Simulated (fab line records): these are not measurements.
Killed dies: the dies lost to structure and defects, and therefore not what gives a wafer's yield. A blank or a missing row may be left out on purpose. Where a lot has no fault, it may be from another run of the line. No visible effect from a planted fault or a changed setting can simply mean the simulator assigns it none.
A struck lot beside a sound one | flow n5Finfet | 15 out of 1938 route steps
Sound: wafers L164.3, L164.4, L164.6. Struck: wafer L165.3; the same lot's L165.6 was not struck, so it is left out; see the end for the cause.
At each step with rows: each side's tool, then ch and its chambers, then its first start. Under that, the readings that differ: sound wafers | struck wafers | difference of the means | sigmas: that difference in standard deviations of wafers without a fault.
alike: same words and numbers on both sides, and readings whose means sit less than 2 such deviations apart. not compared: any withheld reading, any reading some wafer has no value for, any bound like >300 that may hide the same value, and any number with overlapping values for which the record gives no deviation.
A row with sigmas, a row that says differs or no value, or rows on one side alone: a step with any of these is where the two part. When numbers do not overlap yet have no deviation, they are printed without sigmas and do not part them. A reading missing from all wafers of one side parts the sides only when that side holds two or more wafers.

first, 2 steps without rows for these wafers: N5_BEOL_M13_TRENCH_ETCH_34 (etches SiOC in C4F8/O2/Ar, target depth 413.47 nm, time 162.6 s); N5_BEOL_M13_STRIP_70 (strips in C4F8/O2/Ar).
N5_BEOL_M13_OCD_MEAS_35:
  struck on ocd-02, day 14 07:17; sound on ocd-01, day 13 22:51
  alike: trenchDepthNm
then, 1 step without rows for these wafers: N5_BEOL_M13_STRIP_37 (strips in N2/H2).
N5_BEOL_M13_ETCH_38: etches SiCN in CF4/N2, target depth 67.5 nm, time 71.9 s.
  sound on rieDiel-02 ch 0,1,2, day 13 23:52; struck on rieDiel-02 ch 3, day 14 07:34
  alike: drypumpMotorCurrentA, oesProductAu, rfVppV, showerheadPlenumPTorr, throttleValvePct
  not compared: rfHoursCounterH
then, 3 steps without rows for these wafers: N5_BEOL_M13_PRECLEAN_39 (cleans in residue remover, time 60 s); N5_BEOL_M13_SRD_40 (time 30 s, dry time 30 s); N5_BEOL_M13_DEGAS_41 (time 60 s).
N5_BEOL_M13_PRE_CLEAN_42: time 30 s.
  struck on pvdSputter-02, day 14 08:04; sound on pvdSputter-01, day 14 00:34
  alike: heaterPowerW
N5_BEOL_M13_SPUTTER_43: material TaN, target thk 15 nm, time 24.19 s.
  struck on pvdSputter-02, day 14 08:07; sound on pvdSputter-01, day 14 00:36
  alike: chamberPressurePa, throttleValvePct
N5_BEOL_M13_SPUTTER_44: material Ta, target thk 10 nm, time 16.13 s.
  struck on pvdSputter-02, day 14 08:11; sound on pvdSputter-01, day 14 00:41
  alike: chamberPressurePa, throttleValvePct
then, 1 step without rows for these wafers: N5_BEOL_M13_SPUTTER_45 (material Cu, target thk 80 nm, time 13.33 s).
N5_BEOL_M13_ECD_47: material Cu, target thk 936 nm.
  sound on ecdCu-02 ch 0,1, day 14 00:55; struck on ecdCu-02 ch 1, day 14 08:26
reading                                | sound           | struck | difference | sigmas
model.Cu_of_BEOL_M13_ECD_47.thkNm (nm) | 919.4 933.2 940 | 571.8  | -359.1     | 
N5_BEOL_M13_ANNEAL_48: time 90 s.
  sound on rtpAnneal-01 ch 0, day 14 01:08; struck on rtpAnneal-01 ch 0, day 14 08:38
  alike: wafer_temp_C_max
N5_PASSIVATION_PROBE_49:
  struck on prober-02, day 15 21:31; sound on prober-01, day 15 03:25
  alike: defectLimitedYield, killed_at_M0_to_M3, killed_at_M4_up, killedAtContacts, killedAtFrontEnd, killedAtOther, killedDies, killedOpen, killedShort, sort_bin_4_leakage, sort_bin_5_function, sort_bin_6_memory, sortNPass, sortYieldPct

== WHERE THEY PART ==
Nowhere in this record.

WHY: the cause the simulator had injected
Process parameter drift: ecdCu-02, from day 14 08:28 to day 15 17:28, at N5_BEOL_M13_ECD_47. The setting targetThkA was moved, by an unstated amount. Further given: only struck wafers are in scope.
